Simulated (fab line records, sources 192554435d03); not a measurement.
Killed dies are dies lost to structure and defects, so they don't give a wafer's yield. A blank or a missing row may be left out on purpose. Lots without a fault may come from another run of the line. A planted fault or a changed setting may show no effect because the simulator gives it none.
fab line records | flow n5_finfet
record lots=11 wafers=33 last_day=17
route steps=1938 shown BEOL_M12@1614
lots that met no fault: from a run of the same line without faults
start_h: hours from the record's first day to the start of the lot's first wafer shown | wait_h: hours since the lot's step before | " the same as in the row above | L1.1+2: a row that stands for several wafers | - no value, or no start given | * or withheld: withheld | < > ~ a bound
route shown NAME@n: a module of which the file shows steps, and the number in the route of the first | usual: mean/standard deviation of fault-free wafers | same: alike in all rows | chamber/n: place in a boat | sites: the reading at each site | _std_site: their standard deviation | _edge_site: outer sites' mean less inner sites' | radius_mm: how far each site lies from the wafer's centre | mask NAME#n: copy n | behind: the tool/chamber that last shaped the wafer | hold: why the lot was held/for how many hours/how that ended | device: the transistor (n, p or np) that didn't switch | end of line: the same wafers' tests at the end of the route | a step without rows: its recipe alone | killed: dies lost to structure and defects at the first sort, not the wafer's yield | map: a wafer's dies, x killed, . not, _ none there
set.NAME: the setting as run; set.NAME@STEP: as run at that earlier step | model.NAME: the simulator's own value behind a step, which no gauge read
steps of the route over a sample of lots; a table a step, a row a wafer
services: from which hour (start_h, from the record's first day; less than 0 if before it) a tool's chamber was out of use, for how many hours, and why
## steps
# step N5_BEOL_M12_INSPECT_12
# recipe mode=adi inspect_instrument=macro
# usual raw_defect_count=2.2/1.5
# columns lot.wafer tool chamber start_h wait_h raw_defect_count
L577.2 defect_inspect-02 - 252.32 0.0 1
L577.3 " - " " 1
L577.5 " - " " 4
L579.2 defect_inspect-01 - 259.28 0.0 1
L579.4 " - " " 3
L579.6 " - " " 4
L580.1 defect_inspect-02 - 262.11 0.0 2
L580.4 " - " " 2
L580.5 " - " " 1
L582.1 defect_inspect-02 - 264.85 0.0 3
L582.2 " - " " 2
L582.5 " - " " 2
L584.1 defect_inspect-01 - 285.82 0.0 3
L584.2 " - " " 2
L584.3 " - " " 3
L586.1 defect_inspect-02 - 303.72 0.0 1
L586.2 " - " " 4
L586.4 " - " " 4
L588.2 defect_inspect-01 - 307.97 0.0 1
L588.3 " - " " 4
L588.5 " - " " 1
L587.1 defect_inspect-02 - 308.48 0.0 2
L587.5 " - " " 3
L587.6 " - " " 3
L589.2 defect_inspect-02 - 323.48 0.0 2
L589.5 " - " " 3
L589.6 " - " " 4
L596.1 defect_inspect-01 - 369.38 0.0 2
L596.2 " - " " 0
L596.5 " - " " 2
L597.1 defect_inspect-02 - 369.53 0.0 0
L597.2 " - " " 1
L597.5 " - " " 2
# step N5_BEOL_M12_VIA_ETCH_16
# recipe chemistry=C4F8/O2/Ar target=SiOC pressure_mtorr=30 source_w=3000 bias_w=700 Ar_flow_sccm=400 C4F8_flow_sccm=15 O2_flow_sccm=8 he_inner_torr=15 he_outer_torr=30 target_depth_a=7248 time_s=withheld ion_energy_ev=250 ends=cleared
# usual drypump_motor_current_A=5.6/0.44 oes_product_au=0.72/0.085 rf_vpp_V=665/3.5 showerhead_plenum_p_Torr=3.41/0.11 throttle_valve_pct=24.10/0.18
# columns lot.wafer tool chamber start_h wait_h drypump_motor_current_A oes_product_au rf_vpp_V showerhead_plenum_p_Torr throttle_valve_pct
L577.2 rie_diel-03 3 252.44 0.0 5.6 0.76 663 3.33 24.13
L577.3 " 0 " " 6.1 0.70 662 3.31 24.30
L577.5 " 0 " " 6.1 0.69 663 3.31 24.29
L579.2 rie_diel-05 2 259.47 0.0 5.7 0.65 669 3.54 23.96
L579.4 " 3 " " 5.2 0.79 664 3.34 24.36
L579.6 " 3 " " 5.2 0.79 662 3.34 24.35
L580.1 rie_diel-06 1 262.23 0.0 5.4 0.67 664 3.39 23.83
L580.4 " 0 " " 5.1 0.87 668 3.49 24.07
L580.5 " 3 " " 6.4 0.62 659 3.26 24.21
L582.1 rie_diel-06 2 264.98 0.0 5.7 0.80 669 3.60 23.88
L582.2 " 1 " " 5.4 0.67 666 3.39 23.84
L582.5 " 3 " " 6.4 0.62 660 3.26 24.19
L584.1 rie_diel-03 0 285.94 0.0 6.1 0.70 661 3.30 24.32
L584.2 " 1 " " 5.3 0.80 667 3.46 24.24
L584.3 " 3 " " 5.6 0.76 664 3.32 24.16
L586.1 rie_diel-06 0 303.84 0.0 5.0 0.83 667 3.49 24.10
L586.2 " 2 " " 5.6 0.79 670 3.59 23.89
L586.4 " 1 " " 5.4 0.66 664 3.38 23.86
L588.2 rie_diel-05 3 308.20 0.0 5.2 0.76 663 3.33 24.37
L588.3 " 2 " " 5.6 0.64 667 3.53 23.98
L588.5 " 2 " " 5.6 0.65 668 3.53 23.99
L587.1 rie_diel-05 2 308.92 0.0 5.6 0.63 669 3.53 23.98
L587.5 " 1 " " 5.2 0.62 664 3.37 24.24
L587.6 " 0 " " 5.7 0.61 662 3.37 24.29
L589.2 rie_diel-06 1 323.60 0.0 5.4 0.65 664 3.38 23.88
L589.5 " 1 " " 5.4 0.65 665 3.38 23.87
L589.6 " 2 " " 5.7 0.77 671 3.59 23.89
L596.1 rie_diel-05 0 369.50 0.0 5.7 0.87 665 3.36 24.00
L596.2 " 3 " " 5.2 0.74 663 3.32 24.42
L596.5 " 2 " " 5.6 0.63 668 3.52 24.00
L597.1 rie_diel-06 2 369.66 0.0 5.7 0.76 671 3.58 23.93
L597.2 " 1 " " 5.4 0.65 665 3.37 23.88
L597.5 " 1 " " 5.4 0.64 664 3.37 23.89
# step N5_BEOL_M12_COAT_22
# recipe spin_rpm=2888 resist_thk_nm=300
# usual exhaust_pa=44.9/0.89 spin_speed_rpm=2888.0/2
# columns lot.wafer tool chamber start_h wait_h exhaust_pa spin_speed_rpm
L577.2 litho_track-04 0 252.88 - 44.3 2888.9
L577.3 " 0 " " 46.7 2886.9
L577.5 " 0 " " 44.7 2890.8
L579.2 litho_track-04 0 259.92 - 44.2 2885.2
L579.4 " 0 " " 46.1 2886.5
L579.6 " 0 " " 45.5 2887.4
L580.1 litho_track-05 0 262.68 - 44.6 2883.2
L580.4 " 0 " " 45.1 2885.3
L580.5 " 0 " " 44.2 2888.8
L582.1 litho_track-05 0 265.43 - 44.2 2892.3
L582.2 " 0 " " 46.1 2889.0
L582.5 " 0 " " 44.6 2886.6
L584.1 litho_track-04 0 286.39 - 46.0 2888.6
L584.2 " 0 " " 45.6 2886.9
L584.3 " 0 " " 45.0 2887.8
L586.1 litho_track-04 0 304.29 - 46.2 3035.0
L586.2 " 0 " " 46.7 3036.6
L586.4 " 0 " " 47.0 3036.2
L588.2 litho_track-04 0 308.68 - 45.0 3035.7
L588.3 " 0 " " 45.4 3037.9
L588.5 " 0 " " 45.3 3034.0
L587.1 litho_track-05 0 309.40 - 44.2 2882.1
L587.5 " 0 " " 44.2 2884.8
L587.6 " 0 " " 45.5 2886.1
L589.2 litho_track-05 0 324.05 - 45.2 2891.1
L589.5 " 0 " " 44.6 2890.1
L589.6 " 0 " " 44.8 2888.7
L596.1 litho_track-02 0 369.95 - 44.1 2888.5
L596.2 " 0 " " 45.6 2888.6
L596.5 " 0 " " 43.9 2888.1
L597.1 litho_track-05 0 370.10 - 44.7 2887.5
L597.2 " 0 " " 44.4 2888.5
L597.5 " 0 " " 44.9 2888.1
# step N5_BEOL_M12_OVL_MEAS_29
# recipe points_per_wafer=44
# usual M12_OVL=-2/5.5
# columns lot.wafer tool chamber start_h wait_h M12_OVL[nm]
L577.2 overlay-01 0 253.32 0.0 -1
L577.3 " 0 " " -6
L577.5 " 0 " " 2
L579.2 overlay-01 0 260.36 0.0 -3
L579.4 " 0 " " -1
L579.6 " 0 " " -5
L580.1 overlay-02 0 262.99 0.0 7
L580.4 " 0 " " 8
L580.5 " 0 " " 7
L582.1 overlay-02 0 265.75 0.0 -9
L582.2 " 0 " " -7
L582.5 " 0 " " -7
L584.1 overlay-01 0 286.83 0.0 -6
L584.2 " 0 " " -13
L584.3 " 0 " " -7
L586.1 overlay-01 0 304.61 0.0 -2
L586.2 " 0 " " -1
L586.4 " 0 " " 1
L588.2 overlay-02 0 309.00 0.0 5
L588.3 " 0 " " -5
L588.5 " 0 " " 1
L587.1 overlay-01 0 309.72 0.0 2
L587.5 " 0 " " 7
L587.6 " 0 " " -2
L589.2 overlay-01 0 324.37 0.0 6
L589.5 " 0 " " 12
L589.6 " 0 " " 4
L596.1 overlay-02 0 370.27 0.0 -1
L596.2 " 0 " " 3
L596.5 " 0 " " 5
L597.1 overlay-01 0 370.43 0.0 -6
L597.2 " 0 " " -6
L597.5 " 0 " " -10
## services
# columns tool chamber start_h hours kind
rie_diel-06 3 249.82 7.8 repair
rie_diel-06 1 268.25 3.5 repair
litho_track-04 - 273.91 - consumable_replace:filter
rie_diel-05 1 280.42 2.5 repair
litho_track-05 - 315.80 - consumable_replace:filter
rie_diel-06 3 326.48 - clean
rie_diel-06 3 326.48 - consumable_replace:focus_ring
rie_diel-06 3 326.48 - consumable_replace:showerhead
rie_diel-06 3 326.48 11.6 scheduled_down
rie_diel-06 3 326.48 11.6 vent_cycle
rie_diel-05 0 343.60 - clean
rie_diel-05 0 343.60 - consumable_replace:focus_ring
rie_diel-05 0 343.60 13.6 scheduled_down
rie_diel-05 0 343.60 13.6 vent_cycle
rie_diel-05 1 357.20 - clean
rie_diel-05 1 357.20 - consumable_replace:focus_ring
rie_diel-05 1 357.20 21.8 scheduled_down
rie_diel-05 1 357.20 21.8 vent_cycle
## key
first_sign step=N5_BEOL_M12_COAT_22 reading=spin_speed_rpm direction=up sigmas=74 usual=* struck=*
effect none on later readings
met_at N5_BEOL_M12_COAT_22
struck_lots L586,L588
not_acting_at N5_BEOL_M12_INSPECT_12,N5_BEOL_M12_VIA_ETCH_16,N5_BEOL_M12_OVL_MEAS_29
onset_between 286.39 304.29
fault kind=process_parameter_drift tool=litho_track-04 chamber=- onset_h=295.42 steps=N5_BEOL_M12_COAT_22 channel=spin_rpm offset=* shape=step end_h=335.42 acts_in=* stated=*
